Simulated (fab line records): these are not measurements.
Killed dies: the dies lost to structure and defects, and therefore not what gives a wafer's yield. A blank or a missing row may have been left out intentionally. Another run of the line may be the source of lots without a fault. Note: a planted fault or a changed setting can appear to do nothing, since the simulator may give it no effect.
fab line records	flow n5_finfet
[record] lots = 24	wafers = 72	last_day = 18
route steps=1938 shown BEOL_M3@954
lots untouched by any fault: they come from a run of this same line in which no faults occurred
start_h: start of the lot's first displayed wafer, in hours after the record's first day	wait_h: hours from the lot's prior step to this one	" as in the row above	L1.1+2: a row that stands for several wafers	- no value, or no start was given	* or withheld: withheld	< > ~ a bound
route shown NAME@n: names a module that has steps shown in the file, with the first one's number in the route	usual: mean/standard deviation taken from wafers without a fault	same: alike in all rows	chamber/n: place in a boat	sites: the reading at each site	_std_site: the values' standard deviation	_edge_site: the outer-site mean with the inner-site mean subtracted	radius_mm: how far each site lies from the wafer's centre	mask NAME#n: copy n	behind: the last tool/chamber to shape the wafer	hold: why the lot was held/for how many hours/how that ended	device: which transistor (n, p or np) failed to switch	end of line: tests run on the same wafers once the route is complete	a step with no rows: only its recipe	killed: dies that structure and defects cost at the first sort, which is not the same as the wafer's yield	map: dies across one wafer; x = killed, . = not, _ = none there
set.NAME: the setting the step ran with; set.NAME@STEP: the setting that earlier step ran with	model.NAME: the simulator's own value behind a step, which no gauge read
one table for each step of the route and one row for each wafer, over a sample of lots
services: when a tool's chamber went out of use (start_h, in hours from the record's first day, below 0 if earlier), for how many hours, and the reason
[[steps]]
[step N5_BEOL_M3_HM_OPEN_17]
[recipe] chemistry = Cl2/BCl3	target_depth_a = 200	overetch_a = 60	target = TiN	mask_material = SOC	ion_energy_ev = 150	pressure_mtorr = 10	icp_w = 1000	bias_w = 126	Cl2_flow_sccm = 53.25	bcl3_flow_sccm = 21.75	Ar_flow_sccm = 25
[usual] bcl3_flow_sccm = 21.75/0.061	bias_w = 126.0/0.39	drypump_motor_current_A = 5.6/0.4	oes_ar_750_au = 0.76/0.13	oes_product_au = 0.65/0.11	throttle_valve_pct = 22.17/0.22
lot.wafer	tool	chamber	start_h	wait_h	bcl3_flow_sccm	bias_w	drypump_motor_current_A	oes_ar_750_au	oes_product_au	rf_hours_counter_h	throttle_valve_pct
L075.2	rie_metal-02	0	147.31	0.0	21.71	125.5	4.9	0.69	0.59	80	21.96
L075.4	"	0	"	"	21.68	125.9	4.9	0.69	0.58	-	21.97
L075.5	"	0	"	"	21.70	126.0	4.9	0.69	0.58	-	21.97
L074.2	rie_metal-01	1	149.48	0.0	21.66	125.8	5.7	0.92	0.77	12	22.45
L074.3	"	0	"	"	21.69	126.6	6.1	0.99	0.81	-	21.90
L074.6	"	1	"	"	21.73	125.9	5.7	0.91	0.78	-	22.46
L076.1	rie_metal-01	0	156.06	0.0	21.73	126.3	6.1	0.99	0.79	5	21.89
L076.4	"	0	"	"	21.84	125.9	6.1	0.99	0.79	-	21.91
L076.5	"	1	"	"	21.83	125.0	5.7	0.92	0.77	-	22.45
L077.3	rie_metal-02	1	163.22	0.1	21.75	126.4	5.7	0.65	0.56	-	22.25
L077.5	"	0	"	"	21.90	126.2	4.9	0.69	0.58	-	21.98
L077.6	"	1	"	"	21.74	126.0	5.7	0.65	0.56	-	22.25
L078.1	rie_metal-01	1	188.32	0.0	21.65	126.3	5.7	0.90	0.76	16	22.46
L078.2	"	0	"	"	21.73	126.6	6.1	0.97	0.77	9	21.91
L078.5	"	1	"	"	21.76	125.8	5.7	0.90	0.76	-	22.45
L080.2	rie_metal-03	1	188.50	0.0	21.74	126.4	5.5	0.70	0.59	75	22.45
L080.3	"	1	"	"	21.67	126.0	5.6	0.70	0.59	-	22.46
L080.5	"	0	"	"	21.72	125.9	5.9	0.95	0.84	-	21.96
L079.2	rie_metal-01	0	190.68	0.0	21.70	126.0	6.1	0.96	0.77	9	21.89
L079.3	"	0	"	"	21.65	126.3	6.1	0.96	0.78	-	21.91
L079.6	"	1	"	"	21.67	125.7	5.7	0.90	0.75	-	22.48
L082.3	rie_metal-03	1	194.59	0.1	21.85	126.2	5.5	0.69	0.61	-	22.44
L082.5	"	1	"	"	21.82	125.6	5.6	0.70	0.61	-	22.44
L082.6	"	0	"	"	21.69	125.7	6.0	0.96	0.85	-	21.94
L081.1	rie_metal-02	1	195.07	0.0	21.79	125.9	5.7	0.64	0.55	113	22.27
L081.3	"	1	"	"	21.71	125.8	5.7	0.64	0.56	-	22.24
L081.6	"	1	"	"	21.67	126.0	5.7	0.65	0.56	-	22.24
L083.1	rie_metal-03	1	201.30	0.0	21.71	126.3	5.5	0.70	0.59	76	22.46
L083.2	"	0	"	"	21.80	126.3	6.0	0.95	0.84	2	21.97
L083.6	"	0	"	"	21.82	126.1	6.0	0.95	0.85	-	21.96
L084.1	rie_metal-02	1	201.53	0.0	21.74	126.0	5.7	0.64	0.56	114	22.25
L084.4	"	0	"	"	21.70	126.3	4.9	0.68	0.58	-	21.99
L084.5	"	1	"	"	21.72	126.1	5.7	0.64	0.56	-	22.26
L085.1	rie_metal-03	1	203.49	0.0	21.74	125.3	5.5	0.70	0.61	77	22.45
L085.3	"	1	"	"	21.80	126.8	5.5	0.70	0.60	-	22.46
L085.6	"	1	"	"	21.76	125.7	5.6	0.70	0.61	-	22.46
L086.3	rie_metal-02	0	218.23	0.1	21.79	126.0	4.9	0.68	0.57	-	21.98
L086.4	"	1	"	"	21.78	126.6	5.7	0.64	0.56	-	22.27
L086.5	"	0	"	"	21.77	126.1	4.9	0.68	0.57	-	21.99
L087.2	rie_metal-03	1	229.04	0.0	21.76	126.3	5.5	0.68	0.59	80	22.47
L087.3	"	0	"	"	21.83	126.8	5.9	0.93	0.83	-	21.95
L087.5	"	1	"	"	21.73	126.3	5.5	0.69	0.59	-	22.48
L088.3	rie_metal-03	0	229.74	0.1	21.76	125.6	6.0	0.93	0.82	-	21.97
L088.5	"	1	"	"	21.87	125.4	5.5	0.69	0.59	-	22.47
L088.6	"	0	"	"	21.78	126.4	6.0	0.93	0.82	-	21.96
L089.1	rie_metal-02	0	244.17	0.0	21.70	126.4	4.9	0.68	0.57	89	21.99
L089.2	"	1	"	"	21.81	126.4	5.7	0.64	0.54	118	22.25
L089.3	"	1	"	"	21.78	126.5	5.7	0.64	0.56	-	22.25
L090.2	rie_metal-03	1	249.94	0.0	21.79	125.6	5.6	0.68	0.58	82	22.48
L090.3	"	0	"	"	21.74	126.4	6.0	0.92	0.81	-	21.96
L090.4	"	1	"	"	21.73	126.3	5.6	0.69	0.58	-	22.48
L091.1	rie_metal-02	0	252.23	0.0	21.85	125.7	4.9	0.67	0.56	89	22.01
L091.2	"	1	"	"	21.68	126.5	5.7	0.64	0.54	118	22.27
L091.4	"	0	"	"	21.74	125.5	4.9	0.67	0.57	-	21.98
L092.1	rie_metal-02	1	253.84	0.0	21.79	126.2	5.7	0.64	0.55	119	22.26
L092.2	"	0	"	"	21.74	125.9	4.9	0.67	0.56	89	22.00
L092.3	"	1	"	"	21.82	126.3	5.7	0.64	0.55	-	22.27
L093.1	rie_metal-03	0	264.98	0.0	21.83	125.4	5.9	0.91	0.81	6	21.96
L093.3	"	0	"	"	21.80	125.5	5.9	0.91	0.81	-	21.97
L093.5	"	0	"	"	21.87	125.5	5.9	0.91	0.81	-	21.97
L094.1	rie_metal-02	1	265.90	0.0	21.63	126.1	5.7	0.64	0.55	119	22.28
L094.4	"	0	"	"	21.72	126.1	4.9	0.67	0.57	-	22.00
L094.5	"	0	"	"	21.63	126.5	4.9	0.67	0.57	-	21.99
L095.2	rie_metal-02	1	273.47	0.0	21.75	126.6	5.7	0.63	0.55	120	22.27
L095.3	"	0	"	"	21.69	126.1	4.9	0.67	0.57	-	21.99
L095.6	"	0	"	"	21.75	125.7	4.9	0.67	0.57	-	22.00
L096.1	rie_metal-01	1	278.93	0.0	21.84	125.5	5.7	0.86	0.74	24	22.45
L096.3	"	1	"	"	21.78	126.1	5.7	0.87	0.74	-	22.47
L096.4	"	0	"	"	21.71	125.6	6.1	0.92	0.74	-	21.93
L097.3	rie_metal-02	0	285.59	0.1	21.67	125.2	4.9	0.67	0.56	-	22.01
L097.5	"	0	"	"	21.68	125.8	4.9	0.67	0.57	-	22.03
L097.6	"	0	"	"	21.76	125.2	4.9	0.67	0.57	-	22.01
[step N5_BEOL_M3_CD_MEAS_18]
[recipe] pitch_nm = 36	target_cd_nm = 18
[usual] cd_nm = 17.9/0.4
lot.wafer	tool	chamber	start_h	wait_h	cd_nm
L075.2	cd_sem-01	-	147.49	0.1	17.9
L075.4	"	-	"	"	18.4
L075.5	"	-	"	"	17.9
L074.2	cd_sem-02	-	149.78	0.1	18.0
L074.3	"	-	"	"	18.3
L074.6	"	-	"	"	17.8
L076.1	cd_sem-02	-	156.37	0.0	17.9
L076.4	"	-	"	"	18.0
L076.5	"	-	"	"	18.1
L077.3	cd_sem-03	-	163.37	0.1	18.1
L077.5	"	-	"	"	17.4
L077.6	"	-	"	"	17.7
L078.1	cd_sem-01	-	188.50	0.0	17.9
L078.2	"	-	"	"	17.3
L078.5	"	-	"	"	17.4
L080.2	cd_sem-01	-	188.68	0.1	18.5
L080.3	"	-	"	"	18.2
L080.5	"	-	"	"	17.9
L079.2	cd_sem-03	-	190.86	0.1	17.6
L079.3	"	-	"	"	18.1
L079.6	"	-	"	"	17.4
L082.3	cd_sem-01	-	194.86	0.1	16.9
L082.5	"	-	"	"	17.4
L082.6	"	-	"	"	17.5
L081.1	cd_sem-02	-	195.26	0.0	18.1
L081.3	"	-	"	"	17.7
L081.6	"	-	"	"	17.3
L083.1	cd_sem-02	-	201.58	0.0	18.0
L083.2	"	-	"	"	18.3
L083.6	"	-	"	"	17.4
L084.1	cd_sem-01	-	201.75	0.0	17.5
L084.4	"	-	"	"	18.0
L084.5	"	-	"	"	17.5
L085.1	cd_sem-03	-	203.76	0.0	18.0
L085.3	"	-	"	"	17.8
L085.6	"	-	"	"	17.5
L086.3	cd_sem-03	-	218.38	0.1	17.9
L086.4	"	-	"	"	18.3
L086.5	"	-	"	"	18.6
L087.2	cd_sem-03	-	229.41	0.1	18.1
L087.3	"	-	"	"	17.9
L087.5	"	-	"	"	18.2
L088.3	cd_sem-01	-	229.92	0.1	17.7
L088.5	"	-	"	"	18.3
L088.6	"	-	"	"	18.0
L089.1	cd_sem-03	-	244.35	0.0	18.6
L089.2	"	-	"	"	18.9
L089.3	"	-	"	"	18.2
L090.2	cd_sem-03	-	250.16	0.1	18.1
L090.3	"	-	"	"	17.3
L090.4	"	-	"	"	18.9
L091.1	cd_sem-01	-	252.41	0.0	17.6
L091.2	"	-	"	"	17.7
L091.4	"	-	"	"	18.2
L092.1	cd_sem-01	-	254.02	0.0	17.9
L092.2	"	-	"	"	17.5
L092.3	"	-	"	"	17.2
L093.1	cd_sem-01	-	265.25	0.0	17.7
L093.3	"	-	"	"	17.5
L093.5	"	-	"	"	17.6
L094.1	cd_sem-02	-	266.10	0.1	17.7
L094.4	"	-	"	"	18.2
L094.5	"	-	"	"	18.2
L095.2	cd_sem-02	-	273.68	0.1	17.9
L095.3	"	-	"	"	18.1
L095.6	"	-	"	"	18.2
L096.1	cd_sem-01	-	279.11	0.0	17.6
L096.3	"	-	"	"	18.1
L096.4	"	-	"	"	17.6
L097.3	cd_sem-03	-	285.80	0.1	18.3
L097.5	"	-	"	"	17.6
L097.6	"	-	"	"	18.5
[step N5_BEOL_M3_ETCH_77]
[recipe] chemistry = N2/H2	target = underlayer	target_depth_a = 65	mask_material = CAR-EUV	time_s = 5.2	ion_energy_ev = 200	pressure_mtorr = 30	source_w = 840	bias_w = 150	n2_flow_sccm = 200	h2_flow_sccm = 200	ends = cleared
[usual] bias_w = 149.9/0.44	drypump_motor_current_A = 5.43/0.29	etch_rf_on_time_s = 5.16/0.1	n2_flow_sccm = 200.0/0.59	oes_product_au = 0.68/0.089	rf_vpp_V = 524.6/2.2	showerhead_plenum_p_Torr = 2.58/0.064	throttle_valve_pct = 17.8/0.31
lot.wafer	tool	chamber	start_h	wait_h	bias_w	drypump_motor_current_A	etch_rf_on_time_s	n2_flow_sccm	oes_product_au	rf_hours_counter_h	rf_vpp_V	showerhead_plenum_p_Torr	throttle_valve_pct
L075.2	rie_diel-05	0	148.14	0.0	150.0	5.01	5.34	200.6	0.58	240	525.3	2.63	18.3
L075.4	"	1	"	"	149.6	5.45	5.15	199.7	0.81	13	522.8	2.49	17.4
L075.5	"	0	"	"	150.0	5.01	5.37	199.9	0.57	-	525.0	2.63	18.3
L074.2	rie_diel-06	1	150.25	0.0	150.1	5.43	5.17	199.6	0.59	243	526.1	2.61	18.0
L074.3	"	3	"	"	149.7	5.33	5.27	198.6	0.62	156	522.8	2.55	18.1
L074.6	"	3	"	"	149.7	5.31	5.20	199.4	0.62	-	523.3	2.55	18.1
L076.1	rie_diel-06	2	156.86	0.0	149.7	5.90	5.31	199.9	0.64	183	525.0	2.55	18.5
L076.4	"	1	"	"	150.1	5.44	5.21	199.7	0.58	244	526.6	2.61	18.0
L076.5	"	3	"	"	149.2	5.38	5.21	200.1	0.62	-	526.0	2.55	18.1
L077.3	rie_diel-05	3	163.97	0.0	149.7	5.33	5.13	199.7	0.64	153	521.7	2.53	18.0
L077.5	"	3	"	"	149.7	5.33	5.13	200.0	0.63	-	522.9	2.53	18.0
L077.6	"	0	"	"	149.6	5.00	5.33	199.5	0.57	-	524.4	2.63	18.3
L078.1	rie_diel-06	3	189.10	0.0	150.0	5.36	5.24	200.6	0.61	171	526.3	2.54	18.1
L078.2	"	0	"	"	150.5	5.09	5.14	200.4	0.63	154	527.8	2.67	17.9
L078.5	"	2	"	"	149.3	5.92	5.22	199.9	0.63	-	523.9	2.55	18.5
L080.2	rie_diel-06	2	189.28	0.0	149.5	5.88	5.14	199.9	0.62	195	522.1	2.55	18.5
L080.3	"	3	"	"	148.9	5.36	5.18	200.7	0.61	171	524.7	2.54	18.1
L080.5	"	0	"	"	149.3	5.11	5.01	199.2	0.63	-	526.2	2.67	17.9
L079.2	rie_diel-05	3	191.33	0.0	149.9	5.31	5.09	199.2	0.63	162	523.4	2.53	18.0
L079.3	"	2	"	"	150.1	5.69	4.97	199.8	0.83	7	526.9	2.60	17.6
L079.6	"	2	"	"	149.5	5.68	4.98	200.0	0.83	-	528.1	2.60	17.6
L082.3	rie_diel-03	0	195.33	0.0	150.5	5.94	5.30	200.1	0.61	195	522.6	2.51	17.5
L082.5	"	1	"	"	150.0	5.27	5.22	199.6	0.69	-	528.2	2.68	17.6
L082.6	"	0	"	"	150.9	5.94	5.28	200.4	0.61	-	523.8	2.51	17.5
L081.1	rie_diel-05	1	196.02	0.0	149.6	5.47	5.10	201.1	0.79	28	523.1	2.49	17.4
L081.3	"	3	"	"	150.1	5.34	5.15	200.8	0.63	163	522.7	2.53	18.0
L081.6	"	1	"	"	150.1	5.45	5.14	201.5	0.77	-	521.1	2.49	17.4
L083.1	rie_diel-06	0	202.18	0.0	150.1	5.11	5.07	200.4	0.63	158	526.8	2.67	17.9
L083.2	"	2	"	"	149.7	5.88	5.21	200.0	0.63	200	525.2	2.55	18.5
L083.6	"	2	"	"	150.7	5.90	5.20	199.5	0.62	-	524.1	2.55	18.5
L084.1	rie_diel-03	0	202.24	0.0	150.1	5.94	5.23	199.1	0.61	198	522.8	2.51	17.5
L084.4	"	2	"	"	150.0	5.23	5.20	200.5	0.58	236	523.1	2.50	18.1
L084.5	"	0	"	"	150.3	5.95	5.21	200.5	0.62	-	522.3	2.51	17.5
L085.1	rie_diel-03	1	204.36	0.0	151.0	5.29	5.18	198.5	0.69	65	529.2	2.67	17.6
L085.3	"	3	"	"	150.1	5.13	5.16	199.6	0.59	249	526.4	2.62	18.3
L085.6	"	3	"	"	149.9	5.15	5.22	199.0	0.58	-	524.2	2.62	18.3
L086.3	rie_diel-05	2	218.98	0.0	150.2	5.68	4.95	200.0	0.79	17	525.5	2.60	17.7
L086.4	"	0	"	"	149.9	5.05	5.12	199.7	0.86	2	526.0	2.63	17.9
L086.5	"	1	"	"	150.2	5.48	5.09	199.7	0.77	-	522.6	2.49	17.4
L087.2	rie_diel-06	0	230.02	0.0	150.9	5.11	5.11	199.5	0.62	166	528.5	2.66	17.9
L087.3	"	0	"	"	150.4	5.09	5.12	200.1	0.62	-	527.6	2.66	18.0
L087.5	"	0	"	"	149.8	5.08	5.16	200.6	0.62	-	526.3	2.66	17.9
L088.3	rie_diel-06	1	230.42	0.0	150.1	5.47	5.06	199.6	0.80	-	527.0	2.60	17.6
L088.5	"	0	"	"	149.7	5.11	5.17	200.5	0.61	-	527.3	2.66	18.0
L088.6	"	1	"	"	149.9	5.46	5.08	200.0	0.79	-	524.2	2.60	17.6
L089.1	rie_diel-05	3	244.83	0.0	149.8	5.32	5.07	200.1	0.62	179	524.3	2.52	18.0
L089.2	"	2	"	"	149.8	5.66	4.95	200.7	0.80	25	521.8	2.60	17.7
L089.3	"	1	"	"	150.0	5.45	5.06	199.8	0.76	44	522.1	2.48	17.4
L090.2	rie_diel-05	1	250.76	0.0	149.3	5.44	5.13	199.2	0.75	46	523.3	2.48	17.4
L090.3	"	0	"	"	149.7	5.00	5.22	199.4	0.82	10	524.1	2.62	17.9
L090.4	"	3	"	"	150.6	5.31	5.14	199.8	0.62	181	524.2	2.52	18.0
L091.1	rie_diel-03	0	252.91	0.0	150.7	5.94	5.34	200.5	0.59	215	522.5	2.51	17.6
L091.2	"	1	"	"	149.4	5.29	5.24	199.3	0.68	81	525.9	2.67	17.7
L091.4	"	3	"	"	149.7	5.16	5.04	200.5	0.82	-	524.4	2.62	17.8
L092.1	rie_diel-05	3	254.49	0.0	150.0	5.33	5.21	199.8	0.61	182	523.6	2.52	18.0
L092.2	"	0	"	"	150.5	5.01	5.30	200.1	0.82	11	525.9	2.62	17.9
L092.3	"	1	"	"	150.1	5.48	5.21	200.1	0.74	47	521.7	2.48	17.4
L093.1	rie_diel-03	1	265.76	0.0	150.0	5.29	5.17	200.1	0.67	86	526.6	2.66	17.7
L093.3	"	0	"	"	150.2	5.93	5.31	200.8	0.59	-	522.0	2.50	17.6
L093.5	"	0	"	"	149.9	5.92	5.34	200.3	0.59	-	524.8	2.50	17.6
L094.1	rie_diel-03	0	266.57	0.0	150.2	5.94	5.41	199.7	0.58	220	521.6	2.50	17.6
L094.4	"	2	"	"	149.4	5.25	5.24	200.3	0.83	-	521.6	2.50	17.7
L094.5	"	0	"	"	149.9	5.93	5.37	199.9	0.59	-	523.6	2.50	17.6
L095.2	rie_diel-05	0	274.16	0.0	150.3	5.02	5.19	199.4	0.79	17	525.0	2.62	17.9
L095.3	"	1	"	"	150.2	5.46	5.20	198.5	0.75	52	521.4	2.48	17.4
L095.6	"	0	"	"	150.6	5.03	5.19	199.9	0.80	-	525.1	2.62	17.9
L096.1	rie_diel-06	1	279.63	0.0	150.1	5.39	5.09	199.5	0.77	25	526.6	2.60	17.6
L096.3	"	0	"	"	150.1	5.07	5.12	198.7	0.61	181	526.5	2.66	18.0
L096.4	"	3	"	"	150.4	5.34	5.30	199.4	0.58	197	521.0	2.53	18.1
L097.3	rie_diel-03	1	286.28	0.0	149.7	5.28	5.23	200.0	0.66	93	525.8	2.66	17.7
L097.5	"	0	"	"	149.6	5.95	5.30	200.4	0.58	-	523.3	2.50	17.6
L097.6	"	1	"	"	149.7	5.28	5.25	200.2	0.67	-	527.4	2.66	17.7
[step N5_BEOL_M3_DEGAS_44]
[recipe] ambient = vacuum	temp_c = 250	time_s = 60
[usual] heater_power_w = 340/34
[same] time_s = 60
lot.wafer	tool	chamber	start_h	wait_h	heater_power_w
L075.2	pvd_sputter-02	-	154.90	3.2	415
L075.4	"	-	"	"	325
L075.5	"	-	"	"	421
L074.2	pvd_sputter-02	-	156.30	0.5	319
L074.3	"	-	"	"	427
L074.6	"	-	"	"	356
L076.1	pvd_sputter-02	-	159.46	0.2	418
L076.4	"	-	"	"	371
L076.5	"	-	"	"	416
L077.3	pvd_sputter-03	-	176.34	0.2	282
L077.5	"	-	"	"	332
L077.6	"	-	"	"	367
L079.2	pvd_sputter-02	-	194.97	0.6	353
L079.3	"	-	"	"	324
L079.6	"	-	"	"	321
L078.1	pvd_sputter-02	-	195.49	0.4	322
L078.2	"	-	"	"	321
L078.5	"	-	"	"	326
L080.2	pvd_sputter-02	-	198.15	0.3	411
L080.3	"	-	"	"	325
L080.5	"	-	"	"	332
L082.3	pvd_sputter-02	-	201.73	0.5	330
L082.5	"	-	"	"	418
L082.6	"	-	"	"	326
L081.1	pvd_sputter-03	-	202.69	0.6	342
L081.3	"	-	"	"	366
L081.6	"	-	"	"	272
L083.1	pvd_sputter-03	-	205.97	0.3	337
L083.2	"	-	"	"	355
L083.6	"	-	"	"	338
L084.1	pvd_sputter-02	-	206.75	0.4	327
L084.4	"	-	"	"	369
L084.5	"	-	"	"	412
L085.1	pvd_sputter-01	-	213.88	0.2	314
L085.3	"	-	"	"	327
L085.6	"	-	"	"	329
L086.3	pvd_sputter-01	-	229.13	0.3	361
L086.4	"	-	"	"	319
L086.5	"	-	"	"	324
L087.2	pvd_sputter-01	-	236.35	0.2	320
L087.3	"	-	"	"	320
L087.5	"	-	"	"	317
L088.3	pvd_sputter-03	-	239.54	0.0	346
L088.5	"	-	"	"	346
L088.6	"	-	"	"	348
L089.1	pvd_sputter-03	-	246.45	0.1	345
L089.2	"	-	"	"	338
L089.3	"	-	"	"	270
L090.2	pvd_sputter-01	-	252.59	0.6	319
L090.3	"	-	"	"	328
L090.4	"	-	"	"	359
L091.1	pvd_sputter-01	-	259.75	0.0	358
L091.2	"	-	"	"	323
L091.4	"	-	"	"	318
L092.1	pvd_sputter-03	-	264.85	0.2	276
L092.2	"	-	"	"	346
L092.3	"	-	"	"	338
L095.2	pvd_sputter-01	-	278.97	0.4	328
L095.3	"	-	"	"	320
L095.6	"	-	"	"	312
L093.1	pvd_sputter-02	-	284.80	0.1	414
L093.3	"	-	"	"	346
L093.5	"	-	"	"	412
L094.1	pvd_sputter-03	-	289.87	0.3	348
L094.4	"	-	"	"	341
L094.5	"	-	"	"	359
L096.1	pvd_sputter-03	-	289.95	0.3	346
L096.3	"	-	"	"	343
L096.4	"	-	"	"	278
L097.3	pvd_sputter-03	-	290.03	0.3	355
L097.5	"	-	"	"	341
L097.6	"	-	"	"	275
[step N5_BEOL_M3_ALD_84]
[recipe] material = TaN	target_thk_a = *	temp_c = 275	ald_precursor_family = PDMAT	ald_co_reactant = NH3	pressure_torr = 3	carrier_flow_sccm = 1500	pulse_time_s = 2	purge_time_s = 3	co_reactant_purge_time_s = 2	co_reactant_pulse_time_s = 3	ald_cycles = 30	precursor_vessel_temp_c = 75	precursor_vessel_pressure_torr = 26.25	precursor_vessel_carrier_sccm = 1000
[usual] heater_power_w = 435/50	mfc_carrier_sccm = 1499/4.4
[same] co_reactant_pulse_time_s = 3	purge_time_s = 3
lot.wafer	tool	chamber	start_h	wait_h	heater_power_w	mfc_carrier_sccm
L075.2	ald_metal-04	2	155.08	0.1	489	1497
L075.4	"	1	"	"	438	1500
L075.5	"	0	"	"	429	1498
L074.2	ald_metal-04	1	156.42	0.1	437	1502
L074.3	"	2	"	"	491	1493
L074.6	"	1	"	"	437	1496
L076.1	ald_metal-04	3	159.56	0.0	506	1496
L076.4	"	1	"	"	450	1505
L076.5	"	1	"	"	447	1506
L077.3	ald_metal-02	0	176.44	0.0	428	1499
L077.5	"	2	"	"	364	1501
L077.6	"	3	"	"	415	1495
L079.2	ald_metal-04	2	195.07	0.0	501	1494
L079.3	"	1	"	"	448	1496
L079.6	"	2	"	"	482	1500
L078.1	ald_metal-04	1	195.59	0.0	455	1513
L078.2	"	2	"	"	496	1504
L078.5	"	3	"	"	486	1493
L080.2	ald_metal-02	3	198.25	0.0	426	1493
L080.3	"	1	"	"	411	1505
L080.5	"	2	"	"	357	1495
L082.3	ald_metal-02	2	201.83	0.0	371	1499
L082.5	"	3	"	"	425	1496
L082.6	"	2	"	"	379	1504
L081.1	ald_metal-02	3	202.85	0.1	414	1501
L081.3	"	2	"	"	371	1502
L081.6	"	0	"	"	419	1498
L083.1	ald_metal-04	2	206.12	0.1	490	1495
L083.2	"	1	"	"	448	1508
L083.6	"	2	"	"	503	1487
L084.1	ald_metal-01	0	206.85	0.0	446	1498
L084.4	"	1	"	"	394	1497
L084.5	"	3	"	"	303	1506
L085.1	ald_metal-04	2	214.00	0.1	492	1501
L085.3	"	0	"	"	418	1501
L085.6	"	3	"	"	495	1504
L086.3	ald_metal-04	3	229.23	0.0	510	1505
L086.4	"	1	"	"	456	1505
L086.5	"	3	"	"	493	1504
L087.2	ald_metal-01	1	236.59	0.2	393	1497
L087.3	"	0	"	"	438	1500
L087.5	"	2	"	"	415	1506
L088.3	ald_metal-04	3	239.64	0.0	488	1502
L088.5	"	1	"	"	448	1502
L088.6	"	2	"	"	503	1498
L089.1	ald_metal-04	3	246.56	0.0	493	1499
L089.2	"	1	"	"	450	1504
L089.3	"	0	"	"	415	1500
L090.2	ald_metal-01	0	252.69	0.0	438	1502
L090.3	"	1	"	"	404	1498
L090.4	"	2	"	"	431	1497
L091.1	ald_metal-04	0	259.85	0.0	413	1499
L091.2	"	1	"	"	439	1493
L091.4	"	3	"	"	493	1494
L092.1	ald_metal-04	3	264.95	0.0	498	1503
L092.2	"	2	"	"	483	1490
L092.3	"	1	"	"	446	1500
L095.2	ald_metal-02	1	279.09	0.1	421	1505
L095.3	"	0	"	"	428	1502
L095.6	"	1	"	"	424	1507
L093.1	ald_metal-01	0	284.92	0.1	440	1496
L093.3	"	3	"	"	298	1490
L093.5	"	2	"	"	418	1508
L094.1	ald_metal-02	3	289.97	0.0	415	1503
L094.4	"	2	"	"	372	1496
L094.5	"	3	"	"	414	1494
L096.1	ald_metal-01	2	290.07	0.1	417	1497
L096.3	"	3	"	"	302	1497
L096.4	"	1	"	"	402	1509
L097.3	ald_metal-04	1	290.14	0.1	447	1505
L097.5	"	3	"	"	497	1498
L097.6	"	2	"	"	491	1497
[step N5_BEOL_M3_ANNEAL_82]
[recipe] temp_c = 400	time_s = 240	ambient = vacuum
[usual] heater_power_w = 843/78
[same] time_s = 240
lot.wafer	tool	chamber	start_h	wait_h	heater_power_w
L075.2	pvd_sputter-01	-	156.16	0.0	910
L075.4	"	-	"	"	794
L075.5	"	-	"	"	884
L074.2	pvd_sputter-01	-	158.52	0.0	805
L074.3	"	-	"	"	788
L074.6	"	-	"	"	788
L076.1	pvd_sputter-01	-	160.54	0.0	792
L076.4	"	-	"	"	805
L076.5	"	-	"	"	828
L077.3	pvd_sputter-01	-	177.68	0.0	791
L077.5	"	-	"	"	787
L077.6	"	-	"	"	795
L079.2	pvd_sputter-02	-	196.19	0.0	909
L079.3	"	-	"	"	818
L079.6	"	-	"	"	807
L078.1	pvd_sputter-01	-	198.19	0.0	902
L078.2	"	-	"	"	794
L078.5	"	-	"	"	881
L080.2	pvd_sputter-03	-	199.33	0.0	864
L080.3	"	-	"	"	874
L080.5	"	-	"	"	693
L082.3	pvd_sputter-02	-	202.87	0.0	808
L082.5	"	-	"	"	1034
L082.6	"	-	"	"	827
L081.1	pvd_sputter-03	-	204.05	0.0	851
L081.3	"	-	"	"	690
L081.6	"	-	"	"	887
L083.1	pvd_sputter-03	-	207.21	0.0	873
L083.2	"	-	"	"	696
L083.6	"	-	"	"	879
L084.1	pvd_sputter-02	-	208.19	0.0	901
L084.4	"	-	"	"	1014
L084.5	"	-	"	"	895
L085.1	pvd_sputter-01	-	214.98	0.0	813
L085.3	"	-	"	"	789
L085.6	"	-	"	"	861
L086.3	pvd_sputter-02	-	230.36	0.0	1056
L086.4	"	-	"	"	805
L086.5	"	-	"	"	1021
L087.2	pvd_sputter-03	-	237.74	0.0	874
L087.3	"	-	"	"	696
L087.5	"	-	"	"	854
L088.3	pvd_sputter-01	-	240.80	0.0	800
L088.5	"	-	"	"	907
L088.6	"	-	"	"	802
L089.1	pvd_sputter-02	-	247.67	0.0	792
L089.2	"	-	"	"	903
L089.3	"	-	"	"	1001
L090.2	pvd_sputter-03	-	253.73	0.0	692
L090.3	"	-	"	"	877
L090.4	"	-	"	"	850
L091.1	pvd_sputter-03	-	261.01	0.0	849
L091.2	"	-	"	"	901
L091.4	"	-	"	"	690
L092.1	pvd_sputter-02	-	266.03	0.0	883
L092.2	"	-	"	"	807
L092.3	"	-	"	"	1085
L095.2	pvd_sputter-01	-	280.17	0.0	773
L095.3	"	-	"	"	878
L095.6	"	-	"	"	780
L093.1	pvd_sputter-03	-	285.91	0.0	873
L093.3	"	-	"	"	678
L093.5	"	-	"	"	848
L094.1	pvd_sputter-01	-	291.22	0.0	810
L094.4	"	-	"	"	786
L094.5	"	-	"	"	906
L096.1	pvd_sputter-03	-	291.41	0.0	889
L096.3	"	-	"	"	691
L096.4	"	-	"	"	851
L097.3	pvd_sputter-02	-	292.72	0.0	803
L097.5	"	-	"	"	1042
L097.6	"	-	"	"	803
[[services]]
tool	chamber	start_h	hours	kind
pvd_sputter-03	-	152.34	6.3	repair
ald_metal-02	-	153.04	1.9	repair
rie_diel-05	2	156.15	-	clean
rie_metal-03	0	159.23	2.2	repair
pvd_sputter-03	-	160.23	10.0	repair
rie_diel-06	0	169.70	4.3	repair
ald_metal-01	-	178.52	28.1	pm
rie_diel-05	-	184.13	1.2	repair
rie_metal-03	0	202.61	15.0	repair
rie_diel-03	3	207.89	9.7	repair
ald_metal-02	-	216.21	2.8	pm
rie_diel-03	-	223.67	1.2	repair
ald_metal-02	-	224.08	0.3	repair
rie_diel-06	3	226.39	4.2	repair
rie_diel-06	2	227.03	16.7	repair
pvd_sputter-02	-	239.55	2.6	repair
rie_diel-03	-	252.99	2.8	pm
rie_diel-03	3	257.10	10.3	repair
rie_diel-03	0	275.51	4.4	repair
rie_metal-02	1	276.70	-	clean
rie_metal-02	1	276.70	22.4	scheduled_down
rie_metal-02	1	276.70	22.4	vent_cycle
rie_diel-03	-	281.98	0.1	repair
rie_diel-06	0	287.29	12.3	repair
[[key]]
fault none
